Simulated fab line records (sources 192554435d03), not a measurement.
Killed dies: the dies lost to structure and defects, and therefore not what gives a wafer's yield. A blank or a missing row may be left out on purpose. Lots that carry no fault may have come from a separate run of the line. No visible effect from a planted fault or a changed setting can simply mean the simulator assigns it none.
fab line records | flow n5_finfet | part 1 of 2: steps 1 to 6 of 7
record lots=9 | wafers=26 | last_day=18
route steps=1938 shown DUMMY_GATE@248 SPACER0@258 SD_EPI_N@275 BEOL_M4@1111 PASSIVATION@1936
lots with no fault: from the same line, run without faults
start_h: the number of hours between the record's first day and the start of the first shown wafer of the lot | wait_h: how many hours have passed since the lot's step before this one | " identical to the entry in the row above | L1.1+2: a single row standing in for several wafers | - no value, or no start was given | * or withheld: withheld | < > ~ a bound
route shown NAME@n: NAME is a module with steps in the file, n the number in the route of the first one | usual: the fault-free wafers' mean and standard deviation | same: alike in all rows | chamber/n: place in a boat | sites: per-site readings | _std_site: the values' standard deviation | _edge_site: inner sites' mean taken away from outer sites' mean | radius_mm: how far each site lies from the wafer's centre | mask NAME#n: copy n | behind: the tool/chamber that last shaped the wafer | hold: cause of the lot's hold/its duration in hours/its outcome | device: the n, p or np transistor that did not switch | end of line: the same wafers' tests at the end of the route | for a step that has no rows: nothing shown but its recipe | killed: count of dies lost to structure and defects at first sort (not the wafer's yield) | map: a wafer's dies, x killed, . not, _ none there
set.NAME: the setting that was run; set.NAME@STEP: the one run at that earlier step | model.NAME: the simulator's own value behind a step, which no gauge read
one table for each step of the route and one row for each wafer, over a sample of lots
services: when a tool's chamber went out of use (start_h, in hours from the record's first day, below 0 if earlier), for how many hours, and the reason
## steps
# step N5_DUMMY_GATE_ETCH_44
# recipe chemistry=HBr/O2 | over_etch_frac=0.7 | target_depth_a=1275 | stop_on=SiO2 | ion_energy_ev=60 | bias_w=20 | target=poly-Si | mask_material=SiO2 | pressure_mtorr=20 | icp_w=400 | HBr_flow_sccm=120 | O2_flow_sccm=10
# usual HBr_flow_sccm=120.0/0.36 | O2_flow_sccm=10.00/0.03 | bias_w=20.00/0.059 | drypump_motor_current_A=5.9/0.33 | oes_product_au=0.736/0.013 | throttle_valve_pct=18.37/0.18
lot.wafer | tool      | chamber | start_h | wait_h | HBr_flow_sccm | O2_flow_sccm | bias_w | drypump_motor_current_A | oes_product_au | rf_hours_counter_h | throttle_valve_pct
L581.3    | rie_si-02 | 3       | 53.93   | 0.0    | 120.5         | 10.01        | 20.02  | 6.1                     | 0.736          | 186                | 18.64
L581.4    | "         | 2       | "       | "      | 119.9         | 9.95         | 19.95  | 6.0                     | 0.722          | 165                | 18.70
L581.6    | "         | 1       | "       | "      | 119.8         | 9.99         | 19.94  | 5.9                     | 0.738          | -                  | 18.29
L582.2    | rie_si-03 | 0       | 58.51   | 0.0    | 120.0         | 10.00        | 20.11  | 5.4                     | 0.751          | 39                 | 18.13
L582.4    | "         | 1       | "       | "      | 119.4         | 9.98         | 20.09  | 5.9                     | 0.734          | 96                 | 18.35
L582.5    | "         | 1       | "       | "      | 119.6         | 10.01        | 19.97  | 5.8                     | 0.744          | -                  | 18.34
L587.2    | rie_si-03 | 1       | 92.65   | 0.0    | 120.6         | 10.01        | 20.01  | 5.9                     | 0.747          | 96                 | 18.35
L587.4    | "         | 2       | "       | "      | 120.0         | 9.97         | 19.95  | 6.1                     | 0.740          | 113                | 18.32
L587.6    | "         | 0       | "       | "      | 120.1         | 10.00        | 20.11  | 5.4                     | 0.752          | -                  | 18.13
L588.2    | rie_si-02 | 1       | 100.72  | 0.0    | 119.3         | 9.99         | 19.93  | 6.0                     | 0.742          | 194                | 18.29
L588.3    | "         | 2       | "       | "      | 119.7         | 10.00        | 19.91  | 6.1                     | 0.738          | 165                | 18.70
L588.4    | "         | 1       | "       | "      | 120.1         | 10.02        | 19.88  | 6.0                     | 0.742          | -                  | 18.31
L595.4    | rie_si-02 | 0       | 137.43  | 0.0    | 120.8         | 10.05        | 19.97  | 5.4                     | 0.732          | 57                 | 18.63
L595.5    | "         | 1       | "       | "      | 120.0         | 10.05        | 19.99  | 6.0                     | 0.744          | -                  | 18.31
L595.6    | "         | 2       | "       | "      | 120.0         | 9.98         | 20.04  | 6.0                     | 0.738          | -                  | 18.71
L599.2    | rie_si-05 | 3       | 164.75  | 0.0    | 119.6         | 10.06        | 19.96  | 6.2                     | 0.736          | 159                | 18.68
L599.3    | "         | 1       | "       | "      | 120.0         | 9.99         | 20.06  | 6.2                     | 0.739          | 8                  | 18.15
L601.1    | rie_si-03 | 0       | 181.92  | 0.0    | 120.1         | 10.02        | 20.04  | 5.4                     | 0.755          | 41                 | 18.15
L601.3    | "         | 2       | "       | "      | 119.3         | 10.01        | 19.90  | 6.1                     | 0.739          | 115                | 18.32
L601.5    | "         | 1       | "       | "      | 119.6         | 9.99         | 19.94  | 5.9                     | 0.744          | -                  | 18.33
L602.1    | rie_si-02 | 0       | 185.83  | 0.0    | 120.6         | 9.97         | 19.96  | 5.4                     | 0.730          | 58                 | 18.61
L602.3    | "         | 1       | "       | "      | 120.1         | 9.97         | 19.96  | 5.9                     | 0.711          | 1                  | 18.16
L602.6    | "         | 1       | "       | "      | 119.9         | 9.98         | 20.02  | 6.0                     | 0.726          | -                  | 18.15
L603.2    | rie_si-03 | 0       | 190.09  | 0.0    | 120.0         | 9.99         | 20.00  | 5.4                     | 0.740          | 41                 | 18.14
L603.3    | "         | 2       | "       | "      | 119.7         | 9.99         | 20.02  | 6.1                     | 0.748          | 115                | 18.30
L603.5    | "         | 3       | "       | "      | 119.6         | 9.99         | 20.11  | 6.3                     | 0.739          | -                  | 18.45
# step N5_SPACER0_ALD_07
# recipe material=SiNx | target_thk_a=20 | temp_c=400 | ald_precursor_family=SiH2I2 | ald_co_reactant=N2/H2-plasma | pressure_torr=2
# usual heater_power_w=822/76
lot.wafer | tool       | chamber | start_h | wait_h | heater_power_w | since_wet_clean_h
L581.3    | ald_sin-04 | 2       | 54.57   | 0.0    | 712            | 334
L581.4    | "          | 3       | "       | "      | 784            | 334
L581.6    | "          | 2       | "       | "      | 703            | -
L582.2    | ald_sin-04 | 3       | 58.94   | 0.0    | 776            | 339
L582.4    | "          | 2       | "       | "      | 713            | 339
L582.5    | "          | 3       | "       | "      | 787            | -
L587.2    | ald_sin-01 | 1       | 93.99   | 0.9    | 934            | 192
L587.4    | "          | 1       | "       | "      | 942            | -
L587.6    | "          | 3       | "       | "      | 827            | -
L588.2    | ald_sin-03 | 0       | 101.18  | 0.0    | 912            | 91
L588.3    | "          | 3       | "       | "      | 776            | 91
L588.4    | "          | 2       | "       | "      | 844            | 91
L595.4    | ald_sin-01 | 3       | 138.32  | 0.3    | 852            | 236
L595.5    | "          | 3       | "       | "      | 825            | -
L595.6    | "          | 0       | "       | "      | 783            | -
L599.2    | ald_sin-04 | 2       | 165.28  | 0.0    | 763            | 66
L599.3    | "          | 1       | "       | "      | 845            | 66
L601.1    | ald_sin-04 | 0       | 183.02  | 0.7    | 711            | 84
L601.3    | "          | 2       | "       | "      | 752            | 84
L601.5    | "          | 0       | "       | "      | 680            | -
L602.1    | ald_sin-01 | 2       | 186.64  | 0.4    | 799            | 284
L602.3    | "          | 0       | "       | "      | 750            | 284
L602.6    | "          | 2       | "       | "      | 804            | -
L603.2    | ald_sin-01 | 1       | 190.75  | 0.0    | 962            | 289
L603.3    | "          | 0       | "       | "      | 789            | 289
L603.5    | "          | 3       | "       | "      | 870            | -
# step N5_SD_EPI_N_ETCH_35
# recipe chemistry=N2/H2 | target=SOC | overetch_a=1080 | mask_material=SiARC | temp_c=40 | ion_energy_ev=100 | source_w=3000 | bias_w=133 | pressure_mtorr=20 | time_s=486 | n2_flow_sccm=200 | h2_flow_sccm=200
# usual bias_w=133.0/0.41 | chamber_pressure_mTorr=20.000/0.018 | drypump_motor_current_A=5.4/0.36 | n2_flow_sccm=200.0/0.6 | oes_product_au=0.71/0.07 | rf_vpp_V=241.0/1.3 | showerhead_plenum_p_Torr=2.56/0.078 | throttle_valve_pct=23.6/0.32 | time_s=486/0
lot.wafer | tool        | chamber | start_h | wait_h | bias_w | chamber_pressure_mTorr | drypump_motor_current_A | n2_flow_sccm | oes_product_au | rf_hours_counter_h | rf_vpp_V | showerhead_plenum_p_Torr | throttle_valve_pct | time_s
L581.3    | rie_diel-05 | 3       | 55.59   | 0.0    | 132.3  | 19.971                 | 5.2                     | 200.0        | 0.84           | 6                  | 239.4    | 2.50                     | 23.5               | 486
L581.4    | "           | 2       | "       | "      | 132.7  | 20.011                 | 5.1                     | 200.0        | 0.68           | 139                | 242.3    | 2.65                     | 23.6               | 486
L581.6    | "           | 3       | "       | "      | 133.6  | 20.005                 | 5.2                     | 200.6        | 0.84           | -                  | 240.2    | 2.50                     | 23.5               | 486
L582.2    | rie_diel-01 | 2       | 60.37   | 0.0    | 133.5  | 19.977                 | 5.3                     | 199.9        | 0.79           | 36                 | 241.5    | 2.59                     | 23.3               | 486
L582.4    | "           | 2       | "       | "      | 132.7  | 20.004                 | 5.3                     | 200.1        | 0.79           | -                  | 241.9    | 2.59                     | 23.3               | 486
L582.5    | "           | 0       | "       | "      | 133.0  | 19.988                 | 5.2                     | 200.3        | 0.67           | -                  | 241.6    | 2.62                     | 23.9               | 486
L587.2    | rie_diel-05 | 2       | 95.13   | 0.0    | -      | -                      | -                       | -            | -              | -                  | -        | -                        | -                  | -
L587.4    | "           | 1       | "       | "      | -      | -                      | -                       | -            | -              | -                  | -        | -                        | -                  | -
L587.6    | "           | 3       | "       | "      | -      | -                      | -                       | -            | -              | -                  | -        | -                        | -                  | -
L588.2    | rie_diel-05 | 0       | 102.33  | 0.0    | -      | -                      | -                       | -            | -              | -                  | -        | -                        | -                  | -
L588.3    | "           | 3       | "       | "      | -      | -                      | -                       | -            | -              | -                  | -        | -                        | -                  | -
L588.4    | "           | 2       | "       | "      | -      | -                      | -                       | -            | -              | -                  | -        | -                        | -                  | -
L595.4    | rie_diel-05 | 1       | 139.46  | 0.0    | 133.1  | 19.987                 | 5.3                     | 200.3        | 0.76           | 70                 | 242.9    | 2.67                     | 23.1               | 486
L595.5    | "           | 2       | "       | "      | 133.1  | 20.014                 | 5.1                     | 200.2        | 0.66           | -                  | 241.2    | 2.63                     | 23.6               | 486
L595.6    | "           | 1       | "       | "      | 132.8  | 20.036                 | 5.3                     | 200.1        | 0.76           | -                  | 243.5    | 2.67                     | 23.1               | 486
L599.2    | rie_diel-05 | 0       | 166.44  | 0.0    | 133.6  | 19.984                 | 5.4                     | 199.9        | 0.62           | 220                | 240.0    | 2.53                     | 24.0               | 486
L599.3    | "           | 3       | "       | "      | 132.7  | 20.002                 | 5.2                     | 200.4        | 0.78           | 43                 | 240.8    | 2.49                     | 23.5               | 486
L601.1    | rie_diel-05 | 3       | 184.16  | 0.0    | 132.8  | 19.971                 | 5.2                     | 199.5        | 0.77           | 49                 | 240.1    | 2.49                     | 23.5               | 486
L601.3    | "           | 0       | "       | "      | 133.4  | 20.001                 | 5.4                     | 199.9        | 0.63           | 226                | 240.8    | 2.53                     | 24.0               | 486
L601.5    | "           | 3       | "       | "      | 133.4  | 19.992                 | 5.2                     | 200.5        | 0.77           | -                  | 243.0    | 2.49                     | 23.5               | 486
L602.1    | rie_diel-05 | 3       | 187.66  | 0.0    | 133.0  | 19.992                 | 5.2                     | 198.9        | 0.77           | 50                 | 240.3    | 2.49                     | 23.5               | 486
L602.3    | "           | 0       | "       | "      | 132.4  | 19.996                 | 5.4                     | 200.8        | 0.62           | 226                | 239.4    | 2.53                     | 24.0               | 486
L602.6    | "           | 3       | "       | "      | 132.7  | 19.980                 | 5.2                     | 199.8        | 0.76           | -                  | 239.6    | 2.49                     | 23.6               | 486
L603.2    | rie_diel-05 | 3       | 191.80  | 0.0    | 133.4  | 20.035                 | 5.2                     | 199.9        | 0.77           | 51                 | 238.4    | 2.48                     | 23.5               | 486
L603.3    | "           | 0       | "       | "      | 132.3  | 19.987                 | 5.4                     | 200.2        | 0.62           | 228                | 239.3    | 2.53                     | 24.0               | 486
L603.5    | "           | 3       | "       | "      | 132.9  | 19.992                 | 5.2                     | 199.2        | 0.77           | -                  | 240.5    | 2.49                     | 23.6               | 486
# step N5_SD_EPI_N_ETCHBACK_44
# recipe chemistry=CH3F/O2 | mode=anisotropic_etchback | target=SiNx | target_depth_a=145 | stop_on=SiO2 | over_etch_frac=0.3 | ion_energy_ev=120 | pressure_mtorr=30 | source_w=395 | bias_w=73 | Ar_flow_sccm=150 | CH3F_flow_sccm=30 | O2_flow_sccm=20
# usual bias_w=73.00/0.22 | drypump_motor_current_A=5.4/0.36 | oes_product_au=0.68/0.067 | rf_vpp_V=303/11 | showerhead_plenum_p_Torr=2.02/0.066 | throttle_valve_pct=16.26/0.17
lot.wafer | tool        | chamber | start_h | wait_h | bias_w | drypump_motor_current_A | oes_product_au | rf_hours_counter_h | rf_vpp_V | showerhead_plenum_p_Torr | throttle_valve_pct
L581.3    | rie_diel-05 | 3       | 55.91   | 0.0    | 73.13  | 5.2                     | 0.81           | 7                  | 320      | 1.97                     | 16.10
L581.4    | "           | 2       | "       | "      | 72.58  | 5.1                     | 0.64           | 139                | 308      | 2.09                     | 16.34
L581.6    | "           | 3       | "       | "      | 72.90  | 5.2                     | 0.80           | -                  | 318      | 1.97                     | 16.09
L582.2    | rie_diel-01 | 2       | 60.70   | 0.0    | 73.26  | 5.4                     | 0.76           | 36                 | 293      | 2.05                     | 15.98
L582.4    | "           | 2       | "       | "      | 73.34  | 5.3                     | 0.75           | -                  | 292      | 2.05                     | 15.96
L582.5    | "           | 0       | "       | "      | 73.03  | 5.2                     | 0.63           | -                  | 290      | 2.06                     | 16.39
L587.2    | rie_diel-05 | 2       | 95.46   | 0.0    | 72.93  | 5.1                     | 0.28           | 154                | 308      | 2.09                     | 16.29
L587.4    | "           | 1       | "       | "      | 73.38  | 5.3                     | 0.32           | 54                 | 313      | 2.12                     | 15.96
L587.6    | "           | 3       | "       | "      | 73.01  | 5.2                     | 0.34           | -                  | 318      | 1.97                     | 16.07
L588.2    | rie_diel-05 | 0       | 102.65  | 0.0    | 72.80  | 5.4                     | 0.27           | 200                | 294      | 1.98                     | 16.41
L588.3    | "           | 3       | "       | "      | 72.87  | 5.2                     | 0.34           | 23                 | 320      | 1.97                     | 16.09
L588.4    | "           | 2       | "       | "      | 72.84  | 5.1                     | 0.29           | 156                | 308      | 2.09                     | 16.31
L595.4    | rie_diel-05 | 1       | 139.79  | 0.0    | 72.94  | 5.3                     | 0.73           | 70                 | 314      | 2.11                     | 16.05
L595.5    | "           | 2       | "       | "      | 73.07  | 5.0                     | 0.63           | -                  | 308      | 2.08                     | 16.38
L595.6    | "           | 1       | "       | "      | 73.20  | 5.3                     | 0.73           | -                  | 313      | 2.11                     | 16.04
L599.2    | rie_diel-05 | 0       | 166.76  | 0.0    | 73.10  | 5.4                     | 0.60           | 220                | 293      | 1.97                     | 16.48
L599.3    | "           | 3       | "       | "      | 73.08  | 5.2                     | 0.74           | 43                 | 317      | 1.96                     | 16.17
L601.1    | rie_diel-05 | 3       | 184.49  | 0.0    | 73.26  | 5.2                     | 0.73           | 49                 | 319      | 1.96                     | 16.17
L601.3    | "           | 0       | "       | "      | 73.27  | 5.4                     | 0.59           | 226                | 294      | 1.97                     | 16.49
L601.5    | "           | 3       | "       | "      | 72.66  | 5.2                     | 0.73           | -                  | 318      | 1.96                     | 16.19
L602.1    | rie_diel-05 | 3       | 187.99  | 0.0    | 72.88  | 5.2                     | 0.73           | 50                 | 319      | 1.96                     | 16.18
L602.3    | "           | 0       | "       | "      | 72.80  | 5.4                     | 0.59           | 227                | 294      | 1.97                     | 16.50
L602.6    | "           | 3       | "       | "      | 73.09  | 5.2                     | 0.73           | -                  | 318      | 1.96                     | 16.19
L603.2    | rie_diel-05 | 3       | 192.13  | 0.0    | 73.10  | 5.2                     | 0.72           | 51                 | 318      | 1.96                     | 16.19
L603.3    | "           | 0       | "       | "      | 72.89  | 5.4                     | 0.59           | 228                | 296      | 1.97                     | 16.50
L603.5    | "           | 3       | "       | "      | 72.94  | 5.2                     | 0.73           | -                  | 319      | 1.96                     | 16.18
# step N5_SD_EPI_N_STRIP_38
# recipe chemistry=N2/H2 | power_w=1000 | temp_c=250 | h2_frac=0.65 | overash_fraction=0.3 | pressure_mtorr=withheld | n2_flow_sccm=1750 | h2_flow_sccm=3250
# usual drypump_motor_current_A=5.8/0.44 | heater_power_w=338/37 | n2_flow_sccm=1751/5.2 | oes_product_au=0.762/0.011
# same overash_fraction=0.3
lot.wafer | tool            | chamber | start_h | wait_h | drypump_motor_current_A | heater_power_w | n2_flow_sccm | oes_product_au | rf_hours_counter_h
L581.3    | plasma_asher-02 | 1       | 56.30   | 0.1    | 6.6                     | 344            | 1748         | 0.780          | -
L581.4    | "               | 0       | "       | "      | 5.9                     | 303            | 1749         | 0.767          | -
L581.6    | "               | 0       | "       | "      | 5.8                     | 312            | 1753         | 0.756          | -
L582.2    | plasma_asher-02 | 1       | 61.06   | 0.1    | 6.6                     | 325            | 1758         | 0.761          | 83
L582.4    | "               | 0       | "       | "      | 5.9                     | 305            | 1742         | 0.766          | -
L582.5    | "               | 0       | "       | "      | 5.9                     | 303            | 1744         | 0.744          | -
L587.2    | plasma_asher-01 | 0       | 95.82   | 0.1    | 5.3                     | 307            | 1745         | 0.781          | 41
L587.4    | "               | 1       | "       | "      | 5.7                     | 386            | 1749         | 0.769          | -
L587.6    | "               | 0       | "       | "      | 5.3                     | 311            | 1750         | 0.768          | -
L588.2    | plasma_asher-01 | 0       | 103.02  | 0.1    | 5.3                     | 309            | 1749         | 0.760          | 43
L588.3    | "               | 1       | "       | "      | 5.6                     | 374            | 1759         | 0.756          | -
L588.4    | "               | 0       | "       | "      | 5.3                     | 311            | 1746         | 0.780          | -
L595.4    | plasma_asher-01 | 1       | 140.18  | 0.1    | 5.7                     | 392            | 1748         | 0.784          | -
L595.5    | "               | 0       | "       | "      | 5.3                     | 306            | 1751         | 0.779          | -
L595.6    | "               | 1       | "       | "      | 5.8                     | 389            | 1751         | 0.753          | -
L599.2    | plasma_asher-01 | 1       | 167.16  | 0.1    | 5.7                     | 393            | 1763         | 0.765          | 56
L599.3    | "               | 1       | "       | "      | 5.7                     | 388            | 1765         | 0.757          | -
L601.1    | plasma_asher-02 | 0       | 185.00  | 0.2    | 5.8                     | 313            | 1748         | 0.764          | 106
L601.3    | "               | 1       | "       | "      | 6.5                     | 333            | 1747         | 0.760          | -
L601.5    | "               | 0       | "       | "      | 5.9                     | 313            | 1751         | 0.763          | -
L602.1    | plasma_asher-01 | 1       | 188.35  | 0.1    | 5.7                     | 390            | 1750         | 0.780          | 61
L602.3    | "               | 1       | "       | "      | 5.7                     | 390            | 1749         | 0.765          | -
L602.6    | "               | 0       | "       | "      | 5.3                     | 299            | 1756         | 0.776          | -
L603.2    | plasma_asher-02 | 1       | 192.49  | 0.1    | 6.5                     | 332            | 1747         | 0.766          | 106
L603.3    | "               | 0       | "       | "      | 5.8                     | 312            | 1743         | 0.748          | -
L603.5    | "               | 1       | "       | "      | 6.6                     | 330            | 1746         | 0.754          | -
# step N5_BEOL_M4_RC_MEAS_101
# usual DIBL_N=36.7/2.6 | DIBL_P=36.9/2.8 | IOFF_N=0.17/0.043 | IOFF_P=0.22/0.05 | ION_N=678/15 | ION_P=465/9.2 | SS_N=71.6/0.79 | SS_P=73.5/0.82 | VT_N=250/3.9 | VT_P=-250/3.7
lot.wafer | tool      | chamber | start_h | wait_h | DIBL_N[mV/V] | DIBL_P[mV/V] | IOFF_N[nA/um] | IOFF_P[nA/um] | ION_N[uA/um] | ION_P[uA/um] | SS_N[mV/dec] | SS_P[mV/dec] | VT_N[mV] | VT_P[mV]
L582.2    | prober-02 | 0       | 191.70  | 0.2    | 36.1         | 37.0         | 0.16          | 0.18          | 697          | 466          | 71.5         | 73.2         | 248      | -254
L582.4    | "         | 0       | "       | "      | 35.9         | 36.4         | 0.14          | 0.17          | 662          | 446          | 71.6         | 73.2         | 254      | -255
L582.5    | "         | 0       | "       | "      | 37.1         | 37.0         | 0.16          | 0.17          | 690          | 459          | 71.8         | 74.1         | 251      | -257
L581.3    | prober-02 | 0       | 195.40  | 0.3    | 34.3         | 34.6         | 0.15          | 0.21          | 681          | 469          | 71.6         | 72.6         | 248      | -249
L581.4    | "         | 0       | "       | "      | 34.4         | 35.3         | 0.14          | 0.21          | 678          | 467          | 70.9         | 72.8         | 251      | -253
L581.6    | "         | 0       | "       | "      | 35.2         | 35.6         | 0.15          | 0.21          | 685          | 469          | 71.4         | 73.2         | 251      | -249
L595.4    | prober-01 | 0       | 263.95  | 0.5    | 33.5         | 34.3         | 0.11          | 0.19          | 669          | 469          | 70.5         | 72.3         | 253      | -251
L595.5    | "         | 0       | "       | "      | 36.7         | 35.7         | 0.15          | 0.20          | 660          | 459          | 71.6         | 72.9         | 253      | -250
L595.6    | "         | 0       | "       | "      | 35.0         | 34.5         | 0.13          | 0.19          | 677          | 473          | 70.8         | 72.5         | 253      | -250
L599.2    | prober-02 | 0       | 300.57  | 0.2    | 33.9         | 34.0         | 0.12          | 0.17          | 663          | 449          | 71.5         | 72.6         | 252      | -251
L599.3    | "         | 0       | "       | "      | 32.4         | 32.2         | 0.11          | 0.16          | 675          | 465          | 70.7         | 71.9         | 252      | -254
L603.2    | prober-02 | 0       | 309.73  | 0.2    | 36.5         | 37.1         | 0.14          | 0.20          | 683          | 469          | 71.2         | 73.3         | 255      | -253
L603.3    | "         | 0       | "       | "      | 39.4         | 40.4         | 0.18          | 0.25          | 673          | 464          | 71.8         | 74.1         | 252      | -251
L603.5    | "         | 0       | "       | "      | 36.1         | 36.5         | 0.13          | 0.18          | 667          | 456          | 71.5         | 72.9         | 253      | -253
L602.1    | prober-01 | 0       | 312.65  | 0.0    | 31.9         | 32.4         | 0.11          | 0.16          | 661          | 461          | 70.0         | 73.0         | 254      | -252
L602.3    | "         | 0       | "       | "      | 35.5         | 36.8         | 0.16          | 0.20          | 670          | 451          | 71.8         | 73.0         | 248      | -249
L602.6    | "         | 0       | "       | "      | 32.5         | 32.3         | 0.11          | 0.15          | 652          | 453          | 70.7         | 71.9         | 254      | -255
L601.1    | prober-01 | 0       | 334.76  | 0.0    | 36.3         | 36.2         | 0.13          | 0.19          | 660          | 460          | 71.8         | 73.1         | 254      | -255
L601.3    | "         | 0       | "       | "      | 38.8         | 39.3         | 0.18          | 0.23          | 690          | 476          | 71.4         | 73.8         | 248      | -250
L601.5    | "         | 0       | "       | "      | 40.2         | 40.5         | 0.20          | 0.26          | 685          | 469          | 72.3         | 73.9         | 248      | -250
## key
first_sign step=N5_SD_EPI_N_ETCH_35 | reading=tool_record | direction=missing
effect step=N5_SD_EPI_N_ETCHBACK_44 | reading=oes_product_au | direction=down | sigmas=5.6 | usual=0.68 | struck=0.31
effect step=N5_PASSIVATION_PROBE_49 | reading=killed_at_front_end | direction=up | sigmas=96 | usual=40 | struck=1108
more_kills_born_at N5_SD_EPI_N_ETCH_35@rie_diel-05=6420
met_at N5_SD_EPI_N_ETCH_35
struck_lots L587,L588
later_rows_left_out L587.2,L587.4,L587.6,L588.2,L588.3,L588.4
not_acting_at N5_DUMMY_GATE_ETCH_44,N5_SPACER0_ALD_07,N5_SD_EPI_N_STRIP_38
onset_between 55.59 95.13
fault kind=skipped_step_whole | tool=rie_diel-05 | chamber=- | onset_h=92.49 | steps=N5_SD_EPI_N_ETCH_35 | scope=struck_lots_only
# later_rows_left_out: the simulator's readings of these wafers behind a module that went badly wrong aren't trusted and aren't shown, but for the sort
